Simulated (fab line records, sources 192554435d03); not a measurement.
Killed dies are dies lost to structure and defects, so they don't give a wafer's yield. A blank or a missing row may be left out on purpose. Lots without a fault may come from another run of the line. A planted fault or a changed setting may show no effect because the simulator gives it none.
fab line records | flow n5_finfet
record lots=7 wafers=39
route steps=1938 shown BEOL_M0_SAQP@638 BEOL_M2@890 BEOL_M5@1116
start_h: hours from the record's first day to the start of the lot's first wafer shown | wait_h: hours since the lot's step before | " the same as in the row above | L1.1+2: a row that stands for several wafers | - no value, or no start given | * or withheld: withheld | < > ~ a bound
route shown NAME@n: a module of which the file shows steps, and the number in the route of the first | usual: mean/standard deviation of fault-free wafers | same: alike in all rows | chamber/n: place in a boat | sites: the reading at each site | _std_site: their standard deviation | _edge_site: outer sites' mean less inner sites' | radius_mm: how far each site lies from the wafer's centre | mask NAME#n: copy n | behind: the tool/chamber that last shaped the wafer | hold: why the lot was held/for how many hours/how that ended | device: the transistor (n, p or np) that didn't switch | end of line: the same wafers' tests at the end of the route | a step without rows: its recipe alone | killed: dies lost to structure and defects at the first sort, not the wafer's yield | map: a wafer's dies, x killed, . not, _ none there
set.NAME: the setting as run; set.NAME@STEP: as run at that earlier step | model.NAME: the simulator's own value behind a step, which no gauge read
lots whose settings were changed on purpose; a table a step, a row a wafer
## steps
# step N5_BEOL_M0_SAQP_PECVD_04
# recipe material=a-Si target_thk_a=600 temp_c=350 precursor=SiH4/He pressure_torr=3 rf_w=100 time_s=60.2
# columns lot.wafer tool chamber start_h wait_h set.time_s model.a-Si_of_BEOL_M0_SAQP_PECVD_04.thk_nm
L074.1 pecvd-02 1 110.10 0.0 60.2 59.4
L074.2 " 0 " " 60.2 59.6
L074.3 " 2 " " 45.34 45.4
L074.4 " 0 " " 45.34 45.6
L074.5 " 1 " " 60.2 60.6
L074.6 " 2 " " 45.34 45.2
L081.1 pecvd-03 2 148.39 0.0 60.2 59.4
L081.2 " 1 " " 71.75 71
L081.3 " 0 " " 71.75 70.4
L081.4 " 1 " " 60.2 60.6
L081.5 " 2 " " 60.2 60.2
L081.6 " 0 " " 71.75 71.8
L084.1 pecvd-03 0 173.20 0.0 87.59 86.2
L084.2+3 " 1,2 " " 60.2 58.8
L084.4 " 0 " " 60.2 60
L084.5+6 " 2,1 " " 87.59 87.8
L085.1 pecvd-01 2 184.43 0.0 41.92 42
L085.2 " 0 " " 41.92 41.6
L085.3 " 1 " " 60.2 60.6
L085.4 " 1 " " 60.2 62
L085.5 " 0 " " 41.92 42.6
L085.6 " 2 " " 60.2 61.2
L090.1 pecvd-01 1 201.69 0.0 60.2 60
L090.3 " 0 " " 60.2 60.2
L090.5 " 1 " " 60.2 61.2
L095.1 pecvd-03 2 237.98 0.0 77.28 77.2
L095.2+3 " 0,1 " " 60.2 60.2
L095.4 " 0 " " 60.2 60.8
L095.5 " 1 " " 77.28 77.8
L095.6 " 2 " " 77.28 78.6
L096.1 pecvd-02 1 240.72 0.0 74.58 73.6
L096.2+3 " 0,2 " " 74.58 73.2
L096.4+5 " 2,1 " " 60.2 60.2
L096.6 " 0 " " 60.2 60
# step N5_BEOL_M0_SAQP_THK_MEAS_05
# usual thk_nm=60.1/0.77
# columns lot.wafer tool chamber start_h wait_h set.time_s@BEOL_M0_SAQP_PECVD_04 thk_nm
L074.1 film_metro-02 - 110.20 0.1 60.2 59.4
L074.2 " - " " 60.2 59.5
L074.3 " - " " 45.34 45.4
L074.4 " - " " 45.34 45.5
L074.5 " - " " 60.2 60.7
L074.6 " - " " 45.34 45.3
L081.1 film_metro-02 - 148.48 0.1 60.2 59.4
L081.2 " - " " 71.75 71.1
L081.3 " - " " 71.75 70.3
L081.4 " - " " 60.2 60.6
L081.5 " - " " 60.2 60.3
L081.6 " - " " 71.75 71.8
L084.1 film_metro-02 - 173.29 0.1 87.59 86.3
L084.2 " - " " 60.2 58.8
L084.3 " - " " 60.2 58.8
L084.4 " - " " 60.2 59.9
L084.5 " - " " 87.59 87.8
L084.6 " - " " 87.59 87.8
L085.1 film_metro-02 - 184.53 0.1 41.92 42.0
L085.2 " - " " 41.92 41.7
L085.3 " - " " 60.2 60.6
L085.4 " - " " 60.2 62.1
L085.5 " - " " 41.92 42.5
L085.6 " - " " 60.2 61.2
L090.1 film_metro-01 - 201.79 0.1 60.2 60.0
L090.3 " - " " 60.2 60.1
L090.5 " - " " 60.2 61.1
L095.1 film_metro-02 - 238.07 0.1 77.28 77.1
L095.2 " - " " 60.2 60.3
L095.3 " - " " 60.2 60.1
L095.4 " - " " 60.2 60.8
L095.5 " - " " 77.28 77.8
L095.6 " - " " 77.28 78.5
L096.1 film_metro-01 - 240.81 0.1 74.58 73.5
L096.2 " - " " 74.58 73.1
L096.3 " - " " 74.58 73.3
L096.4 " - " " 60.2 60.1
L096.5 " - " " 60.2 60.3
L096.6 " - " " 60.2 59.9
# step N5_BEOL_M0_SAQP_HM_DEP_111
# recipe material=SiO2 target_thk_a=120 temp_c=400 precursor=SiH4/N2O pressure_torr=0.75 rf_w=275 time_s=7.2
# step N5_BEOL_M0_SAQP_COAT_81
# recipe resist=SOC temp_c=250 time_s=60 spin_rpm=1500 resist_thk_nm=100
# step N5_BEOL_M0_SAQP_ETCH_84
# recipe chemistry=N2/H2 target=SOC target_depth_a=1000 overetch_a=200 mask_material=SiARC temp_c=40 time_s=150 ion_energy_ev=200 pressure_mtorr=30 source_w=840 bias_w=150 n2_flow_sccm=200 h2_flow_sccm=200
# step N5_BEOL_M0_SAQP_STRIP_80
# recipe chemistry=N2/H2 temp_c=40 n2_flow_sccm=200 h2_flow_sccm=200 rf_frequency_hz=6e+07
# step N5_BEOL_M0_SAQP_HM_OPEN_112
# recipe chemistry=CHF3/O2 target=SiO2 stop_on=a-Si target_depth_a=120 over_etch_frac=1.25 mask_material=SOC time_s=13.5 pressure_mtorr=30 source_w=650 bias_w=170 Ar_flow_sccm=200 CHF3_flow_sccm=50 O2_flow_sccm=5 ion_energy_ev=200 ends=end_point
# columns lot.wafer tool chamber start_h wait_h set.time_s@BEOL_M0_SAQP_PECVD_04 model.a-Si_of_BEOL_M0_SAQP_PECVD_04.thk_nm
L074.1+2 rie_diel-03 0,2 110.96 0.0 60.2 59.4
L074.3 " 1 " " 45.34 45.4
L074.4 " 3 " " 45.34 45.6
L074.5 " 2 " " 60.2 60.6
L074.6 " 1 " " 45.34 45.2
L081.1 rie_diel-01 3 149.24 0.0 60.2 59.4
L081.2 " 2 " " 71.75 71
L081.3 " 0 " " 71.75 70.4
L081.4 " 3 " " 60.2 60.6
L081.5 " 2 " " 60.2 60.2
L081.6 " 0 " " 71.75 71.8
L084.1 rie_diel-01 3 174.56 0.0 87.59 86.2
L084.2+3 " 0,2 " " 60.2 58.8
L084.4 " 1 " " 60.2 60
L084.5+6 " 3,0 " " 87.59 87.8
L085.1 rie_diel-04 0 185.30 0.0 41.92 42
L085.2 " 1 " " 41.92 41.6
L085.3 " 3 " " 60.2 60.6
L085.4 " 2 " " 60.2 62
L085.5 " 0 " " 41.92 42.6
L085.6 " 3 " " 60.2 61.2
L090.1 rie_diel-04 0 202.64 0.0 60.2 60
L090.3 " 2 " " 60.2 60.2
L090.5 " 1 " " 60.2 61.2
L095.1 rie_diel-04 2 238.83 0.0 77.28 77.2
L095.2+3 " 0,1 " " 60.2 60.2
L095.4 " 3 " " 60.2 60.8
L095.5 " 2 " " 77.28 77.8
L095.6 " 3 " " 77.28 78.4
L096.1 rie_diel-04 3 241.64 0.0 74.58 73.4
L096.2+3 " 2,0 " " 74.58 73.2
L096.4+5 " 0,3 " " 60.2 60.2
L096.6 " 2 " " 60.2 60
# step N5_BEOL_M0_SAQP_STRIP_113
# recipe chemistry=CHF3/O2 resist=SiARC rf_frequency_hz=6e+07
# step N5_BEOL_M0_SAQP_MANDREL_ETCH_20
# recipe target_depth_a=600 chemistry=HBr/Cl2 target=a-Si stop_on=SiNx bt_time_s=10 mask_material=SOC over_etch_frac=0.5 time_s=30 pressure_mtorr=10 icp_w=800 bias_w=75 HBr_flow_sccm=150 Cl2_flow_sccm=80 ends=end_point
# usual oes_product_au=0.775/0.012
# columns lot.wafer tool chamber start_h wait_h set.time_s@BEOL_M0_SAQP_PECVD_04 oes_product_au model.etch.depth_nm
L074.1 rie_si-05 1 111.04 0.0 60.2 0.759 59.44
L074.2 " 0 " " 60.2 0.778 59.48
L074.3 " 2 " " 45.34 0.681 45.33
L074.4 " 3 " " 45.34 0.668 45.54
L074.5 " 1 " " 60.2 0.772 60.59
L074.6 " 2 " " 45.34 0.674 45.29
L081.1 rie_si-06 2 149.33 0.0 60.2 0.769 59.43
L081.2 " 0 " " 71.75 0.851 71
L081.3 " 3 " " 71.75 0.849 70.34
L081.4 " 1 " " 60.2 0.767 60.57
L081.5 " 1 " " 60.2 0.774 60.2
L081.6 " 0 " " 71.75 0.859 71.86
L084.1 rie_si-02 1 174.65 0.0 87.59 0.964 86.29
L084.2 " 0 " " 60.2 0.775 58.86
L084.3 " 3 " " 60.2 0.738 58.79
L084.4 " 2 " " 60.2 0.790 59.92
L084.5 " 3 " " 87.59 0.941 87.84
L084.6 " 2 " " 87.59 0.993 87.73
L085.1 rie_si-06 1 185.38 0.0 41.92 0.634 42
L085.2 " 3 " " 41.92 0.638 41.67
L085.3 " 2 " " 60.2 0.776 60.62
L085.4 " 0 " " 60.2 0.781 62.09
L085.5 " 1 " " 41.92 0.635 42.55
L085.6 " 0 " " 60.2 0.785 61.2
L090.1 rie_si-05 1 202.72 0.0 60.2 0.756 60.01
L090.3 " 0 " " 60.2 0.796 60.16
L090.5 " 0 " " 60.2 0.795 61.11
L095.1 rie_si-02 2 238.92 0.0 77.28 0.908 77.14
L095.2 " 1 " " 60.2 0.780 60.24
L095.3 " 3 " " 60.2 0.747 60.1
L095.4 " 0 " " 60.2 0.789 60.76
L095.5 " 3 " " 77.28 0.873 77.85
L095.6 " 2 " " 77.28 0.922 78.49
L096.1 rie_si-05 1 241.72 0.0 74.58 0.862 73.49
L096.2 " 2 " " 74.58 0.880 73.11
L096.3 " 0 " " 74.58 0.891 73.27
L096.4 " 2 " " 60.2 0.789 60.1
L096.5 " 0 " " 60.2 0.789 60.27
L096.6 " 1 " " 60.2 0.764 59.94
# step N5_BEOL_M2_TRENCH_ETCH_37
# recipe chemistry=C4F6/O2 target_depth_a=555.55 target=SiOC time_s=29.2 ion_energy_ev=250 pressure_mtorr=30 source_w=355 bias_w=185 Ar_flow_sccm=300 C4F6_flow_sccm=10 O2_flow_sccm=10
# columns lot.wafer tool chamber start_h wait_h set.target_depth_a model.BEOL_M2.feature_depth_nm model.etch.depth_nm model.TiN_of_BEOL_M2_HM_DEP_02.thk_nm
L074.1 rie_diel-02 3 - - 449.6 44.2 44.13 18.2
L074.2 " 2 " " 555.55 55.2 55.15 17.6
L074.3 " 0 " " 555.55 56 55.98 17.4
L074.4 " 1 " " 555.55 55.6 55.53 17.8
L074.5 " 3 " " 449.6 44 43.93 18.4
L074.6 " 0 " " 449.6 45 45.08 18
L081.1 rie_diel-02 0 - - 555.55 55.8 55.87 17.6
L081.2 " 1 " " 555.55 55.8 55.71 17.6
L081.3 " 3 " " 555.55 53.8 53.81 17.6
L081.4 " 1 " " 555.55 55.4 55.45 17.6
L081.5 " 0 " " 555.55 55.6 55.55 17.4
L081.6 " 3 " " 555.55 54.2 54.28 17.6
L084.1 rie_diel-05 2 - - 555.55 55.2 55.19 17.6
L084.2 " 3 " " 555.55 54 54.04 17.6
L084.3 " 0 " " 555.55 56 56.08 17.8
L084.4 " 1 " " 555.55 55.4 55.45 17.6
L084.5 " 0 " " 555.55 56 55.92 17.8
L084.6 " 3 " " 555.55 53.4 53.46 17.6
L085.1 rie_diel-02 0 - - 555.55 54.8 54.77 17.6
L085.2 " 2 " " 555.55 53.8 53.71 17.8
L085.3 " 3 " " 555.55 54 54 17.6
L085.4 " 1 " " 555.55 55.8 55.74 17.6
L085.5 " 1 " " 555.55 55.4 55.44 17.2
L085.6 " 2 " " 555.55 53.4 53.48 17.4
L090.1 rie_diel-05 2 - - 555.55 55.6 55.67 18.2
L090.3 " 1 " " 555.55 55.6 55.54 18
L090.5 " 3 " " 555.55 53.8 53.71 18.2
L095.1 rie_diel-02 0 - - 555.55 55.6 55.64 17.8
L095.2 " 2 " " 555.55 54.6 54.66 17.8
L095.3 " 3 " " 555.55 56 55.94 17.8
L095.4 " 1 " " 555.55 56 55.95 17.6
L095.5 " 3 " " 555.55 55.4 55.45 17.8
L095.6 " 2 " " 555.55 54.2 54.17 17.8
L096.1 rie_diel-06 2 - - 555.55 55 55.03 17.8
L096.2 " 3 " " 795.7 80.4 80.36 16.8
L096.3 " 1 " " 795.7 80.8 80.81 16.8
L096.4 " 0 " " 555.55 54.8 54.72 18
L096.5 " 0 " " 795.7 79.2 79.14 16.8
L096.6 " 1 " " 555.55 56.6 56.65 17.8
# step N5_BEOL_M2_ETCH_41
# recipe chemistry=CH3F/O2 target=SiCN target_depth_a=299 taper_deg=2 time_s=52.5 ion_energy_ev=120 mask_material=TiN pressure_mtorr=30 source_w=395 bias_w=75 Ar_flow_sccm=150 CH3F_flow_sccm=30 O2_flow_sccm=20
# step N5_BEOL_M2_STRIP_97
# recipe chemistry=N2/H2 time_s=10 power_w=450 temp_c=40 pressure_mtorr=20 rf_frequency_hz=6e+07 bias_power_w=7 n2_flow_sccm=200 h2_flow_sccm=200
# step N5_BEOL_M2_OCD_MEAS_38
# usual trench_depth_nm=55.4/0.94
# columns lot.wafer tool chamber start_h wait_h set.target_depth_a@BEOL_M2_TRENCH_ETCH_37 trench_depth_nm
L074.1 ocd-02 - 140.52 - 449.6 44.1
L074.2 " - " " 555.55 54.6
L074.3 " - " " 555.55 56.0
L074.4 " - " " 555.55 55.9
L074.5 " - " " 449.6 43.7
L074.6 " - " " 449.6 45.2
L081.1 ocd-02 - 184.16 - 555.55 55.8
L081.2 " - " " 555.55 55.0
L081.3 " - " " 555.55 53.9
L081.4 " - " " 555.55 55.7
L081.5 " - " " 555.55 55.4
L081.6 " - " " 555.55 54.0
L084.1 ocd-01 - 209.91 - 555.55 55.9
L084.2 " - " " 555.55 53.8
L084.3 " - " " 555.55 56.2
L084.4 " - " " 555.55 55.8
L084.5 " - " " 555.55 56.3
L084.6 " - " " 555.55 53.4
L085.1 ocd-01 - 212.90 - 555.55 54.4
L085.2 " - " " 555.55 53.7
L085.3 " - " " 555.55 54.1
L085.4 " - " " 555.55 55.5
L085.5 " - " " 555.55 55.1
L085.6 " - " " 555.55 53.6
L090.1 ocd-01 - 237.67 - 555.55 56.1
L090.3 " - " " 555.55 55.6
L090.5 " - " " 555.55 53.6
L095.1 ocd-02 - 274.01 - 555.55 55.4
L095.2 " - " " 555.55 54.4
L095.3 " - " " 555.55 56.3
L095.4 " - " " 555.55 55.9
L095.5 " - " " 555.55 55.3
L095.6 " - " " 555.55 54.4
L096.1 ocd-02 - 278.46 - 555.55 55.0
L096.2 " - " " 795.7 80.4
L096.3 " - " " 795.7 81.2
L096.4 " - " " 555.55 54.6
L096.5 " - " " 795.7 79.3
L096.6 " - " " 555.55 56.6
# step N5_BEOL_M2_HM_STRIP_39
# recipe chemistry=peroxide_tin_strip material=TiN target_depth_a=250 temp_c=50 time_s=158
# step N5_BEOL_M2_SRD_40
# recipe time_s=30 temp_c=23 rinse_liquid=diw dry=ipa_marangoni
# step N5_BEOL_M2_ECD_50
# recipe material=Cu target_thk_a=3000
# step N5_BEOL_M2_ANNEAL_51
# recipe temp_c=225 time_s=90 ambient=N2
# step N5_BEOL_M2_CMP_52
# recipe stop_on=SiOC t_overpolish_s=6.8 down_force_psi=1 platen_rpm=50 clearing_platen_down_force_psi=1.5 clearing_platen_rpm=50 post_cmp_clean=cu_alkaline target_thk_nm=40 clearing_platen_pad_velocity_m_s=0.99484 pad_velocity_m_s=0.99484
# columns lot.wafer tool chamber start_h wait_h set.target_depth_a@BEOL_M2_TRENCH_ETCH_37 model.Cu_of_BEOL_M2_ECD_50.thk_nm
L074.1 cmp-01 2 144.18 0.3 449.6 28.8
L074.2 " 3 " " 555.55 39.2
L074.3 " 0 " " 555.55 40.2
L074.4 " 1 " " 555.55 40.4
L074.6 " 2 " " 449.6 29.2
L074.5 " 3 " " 449.6 27.6
L081.2 cmp-01 1 189.77 0.2 555.55 40.6
L081.3 " 2 " " 555.55 37.8
L081.4+1 " 3,0 " " 555.55 38.8
L081.5 " 1 " " 555.55 39.6
L081.6 " 2 " " 555.55 38
L084.1 cmp-02 3 213.86 0.3 555.55 40.2
L084.2 " 0 " " 555.55 37.6
L084.4 " 1 " " 555.55 39.4
L084.3 " 2 " " 555.55 40
L084.6 " 3 " " 555.55 38.2
L084.5 " 0 " " 555.55 39.8
L085.4 cmp-03 1 218.01 0.1 555.55 40.6
L085.3 " 2 " " 555.55 39.6
L085.1 " 3 " " 555.55 39.2
L085.2 " 0 " " 555.55 38.4
L085.6 " 1 " " 555.55 38.6
L085.5 " 2 " " 555.55 41
L090.3 cmp-02 1 241.29 0.3 555.55 40.6
L090.1 " 2 " " 555.55 39.6
L090.5 " 3 " " 555.55 37.8
L095.4+5 cmp-01 2 279.21 0.1 555.55 39.8
L095.1 " 3 " " 555.55 39.4
L095.2 " 0 " " 555.55 40.8
L095.3 " 1 " " 555.55 40.6
L095.6 " 3 " " 555.55 38
L096.4 cmp-02 0 281.94 0.1 555.55 37.2
L096.1 " 1 " " 555.55 37
L096.3 " 2 " " 795.7 63
L096.2 " 3 " " 795.7 65.2
L096.6 " 0 " " 555.55 38.8
L096.5 " 1 " " 795.7 60.6
# step N5_BEOL_M2_THK_MEAS_53
# recipe thk_meas_gauge=xrf reads=Cu_of_BEOL_M2_ECD_50
# usual M2_THK=39.5/1.3
# columns lot.wafer tool chamber start_h wait_h set.target_depth_a@BEOL_M2_TRENCH_ETCH_37 M2_THK[nm]
L074.1 film_metro-02 - 144.47 - 449.6 28.7
L074.2 " - " " 555.55 39.1
L074.3 " - " " 555.55 40.0
L074.4 " - " " 555.55 40.4
L074.5 " - " " 449.6 27.4
L074.6 " - " " 449.6 29.2
L081.1 film_metro-01 - 190.06 - 555.55 38.5
L081.2 " - " " 555.55 40.2
L081.3 " - " " 555.55 37.6
L081.4 " - " " 555.55 38.4
L081.5 " - " " 555.55 39.3
L081.6 " - " " 555.55 37.5
L084.1 film_metro-01 - 214.16 - 555.55 39.8
L084.2 " - " " 555.55 37.3
L084.3 " - " " 555.55 39.8
L084.4 " - " " 555.55 39.2
L084.5 " - " " 555.55 39.5
L084.6 " - " " 555.55 38.0
L085.1 film_metro-02 - 218.30 - 555.55 38.5
L085.2 " - " " 555.55 37.8
L085.3 " - " " 555.55 39.2
L085.4 " - " " 555.55 39.8
L085.5 " - " " 555.55 40.2
L085.6 " - " " 555.55 38.0
L090.1 film_metro-02 - 241.51 - 555.55 38.8
L090.3 " - " " 555.55 39.7
L090.5 " - " " 555.55 37.0
L095.1 film_metro-01 - 279.50 - 555.55 38.8
L095.2 " - " " 555.55 40.3
L095.3 " - " " 555.55 40.0
L095.4 " - " " 555.55 39.2
L095.5 " - " " 555.55 39.1
L095.6 " - " " 555.55 37.2
L096.1 film_metro-01 - 282.23 - 555.55 36.4
L096.2 " - " " 795.7 64.0
L096.3 " - " " 795.7 61.8
L096.4 " - " " 555.55 36.3
L096.5 " - " " 795.7 59.9
L096.6 " - " " 555.55 38.1
# step N5_BEOL_M5_HM_DEP_02
# recipe material=TiN target_thk_a=200 temp_c=25 chamber_pressure_pa=0.49996
# columns lot.wafer tool chamber start_h wait_h set.target_thk_a model.TiN_of_BEOL_M5_HM_DEP_02.thk_nm
L074.1+6 pvd_sputter-03 - 173.36 1.3 200 20.2
L074.2 " - " " 200 20.4
L074.3 " - " " 131 13.2
L074.4 " - " " 131 13.6
L074.5 " - " " 131 13.4
L081.1 pvd_sputter-03 - 218.41 0.1 200 20.4
L081.2+3+4+5+6 " - " " 200 20.2
L084.1+2+3+6 pvd_sputter-02 - 245.91 0.5 200 20
L084.4+5 " - " " 200 19.8
L085.1+5+6 pvd_sputter-03 - 251.57 1.6 94.18 9.2
L085.2+3+4 " - " " 200 19.8
L090.1+3+5 pvd_sputter-01 - 271.07 0.3 200 20
L095.1 pvd_sputter-03 - 306.69 0.4 139.3 14
L095.2 " - " " 200 19.8
L095.3+6 " - " " 139.3 13.8
L095.4+5 " - " " 200 20
L096.1+2+3+6 pvd_sputter-01 - 309.58 1.2 200 20
L096.4+5 " - " " 200 19.8
# step N5_BEOL_M5_COAT_59
# recipe resist=SOC temp_c=250 time_s=60 spin_rpm=1500 resist_thk_nm=60
# step N5_BEOL_M5_COAT_60
# recipe resist=SiARC temp_c=220 time_s=60 spin_rpm=1500 resist_thk_nm=12
# step N5_BEOL_M5_STRIP_73
# recipe chemistry=N2/H2 temp_c=40 n2_flow_sccm=200 h2_flow_sccm=200 rf_frequency_hz=6e+07
# step N5_BEOL_M5_STRIP_64
# recipe chemistry=CF4 resist=SiARC power_w=300 bias_power_w=75 pressure_mtorr=50 cf4_flow_sccm=150 rf_frequency_hz=6e+07
# step N5_BEOL_M5_HM_OPEN_17
# recipe chemistry=Cl2/BCl3 target_depth_a=200 overetch_a=60 target=TiN mask_material=SOC ion_energy_ev=150 pressure_mtorr=10 icp_w=1000 bias_w=126 Cl2_flow_sccm=53.25 bcl3_flow_sccm=21.75 Ar_flow_sccm=25
# columns lot.wafer tool chamber start_h wait_h set.target_thk_a@BEOL_M5_HM_DEP_02 model.etch.depth_nm
L074.1 rie_metal-02 1 174.45 0.0 200 20.24
L074.2 " 0 " " 200 20.36
L074.3 " 1 " " 131 13.25
L074.4 " 0 " " 131 13.51
L074.5 " 1 " " 131 13.41
L074.6 " 0 " " 200 20.28
L081.1 rie_metal-03 0 221.04 0.0 200 20.45
L081.2+6 " 1 " " 200 20.17
L081.3 " 0 " " 200 20.2
L081.4 " 1 " " 200 20.24
L081.5 " 0 " " 200 20.21
L084.1 rie_metal-03 0 246.80 0.0 200 19.95
L084.2 " 0 " " 200 19.93
L084.3 " 0 " " 200 19.91
L084.4 " 0 " " 200 19.71
L084.5 " 0 " " 200 19.8
L084.6 " 0 " " 200 20.05
L085.1 rie_metal-02 0 252.33 0.0 94.18 9.268
L085.2 " 1 " " 200 19.84
L085.3 " 0 " " 200 19.72
L085.4 " 1 " " 200 19.85
L085.5 " 0 " " 94.18 9.249
L085.6 " 1 " " 94.18 9.241
L090.1+3 rie_metal-02 0,1 271.83 0.0 200 19.99
L090.5 " 1 " " 200 20.02
L095.1 rie_metal-01 0 307.45 0.0 139.3 13.98
L095.2 " 0 " " 200 19.77
L095.3 " 0 " " 139.3 13.83
L095.4 " 0 " " 200 19.91
L095.5 " 0 " " 200 20.06
L095.6 " 0 " " 139.3 13.84
L096.1 rie_metal-02 0 310.47 0.0 200 19.92
L096.2 " 1 " " 200 19.97
L096.3 " 1 " " 200 20.1
L096.4 " 0 " " 200 19.77
L096.5 " 0 " " 200 19.81
L096.6 " 1 " " 200 19.9
## key
split step=N5_BEOL_M0_SAQP_PECVD_04 setting=time_s stated=60.2 by=wafer
response step=N5_BEOL_M0_SAQP_PECVD_04 reading=model.a-Si_of_BEOL_M0_SAQP_PECVD_04.thk_nm change=+0.606 per=1% r=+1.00
response step=N5_BEOL_M0_SAQP_THK_MEAS_05 reading=thk_nm change=* per=1% r=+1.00
response step=N5_BEOL_M0_SAQP_HM_OPEN_112 reading=model.a-Si_of_BEOL_M0_SAQP_PECVD_04.thk_nm change=+0.605 per=1% r=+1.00
response step=N5_BEOL_M0_SAQP_MANDREL_ETCH_20 reading=oes_product_au change=+0.00437 per=1% r=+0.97
response step=N5_BEOL_M0_SAQP_MANDREL_ETCH_20 reading=model.etch.depth_nm change=+0.606 per=1% r=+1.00
split step=N5_BEOL_M2_TRENCH_ETCH_37 setting=target_depth_a stated=555.55 by=wafer
response step=N5_BEOL_M2_TRENCH_ETCH_37 reading=model.BEOL_M2.feature_depth_nm change=+0.573 per=1% r=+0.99
response step=N5_BEOL_M2_TRENCH_ETCH_37 reading=model.etch.depth_nm change=+0.573 per=1% r=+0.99
response step=N5_BEOL_M2_TRENCH_ETCH_37 reading=model.TiN_of_BEOL_M2_HM_DEP_02.thk_nm change=-0.0258 per=1% r=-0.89
response step=N5_BEOL_M2_OCD_MEAS_38 reading=trench_depth_nm change=+0.577 per=1% r=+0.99
response step=N5_BEOL_M2_CMP_52 reading=model.Cu_of_BEOL_M2_ECD_50.thk_nm change=+0.587 per=1% r=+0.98
response step=N5_BEOL_M2_THK_MEAS_53 reading=M2_THK change=+0.58 per=1% r=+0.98
split step=N5_BEOL_M5_HM_DEP_02 setting=target_thk_a stated=200 by=wafer
response step=N5_BEOL_M5_HM_DEP_02 reading=model.TiN_of_BEOL_M5_HM_DEP_02.thk_nm change=+0.2 per=1% r=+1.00
response step=N5_BEOL_M5_HM_OPEN_17 reading=model.etch.depth_nm change=+0.199 per=1% r=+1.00
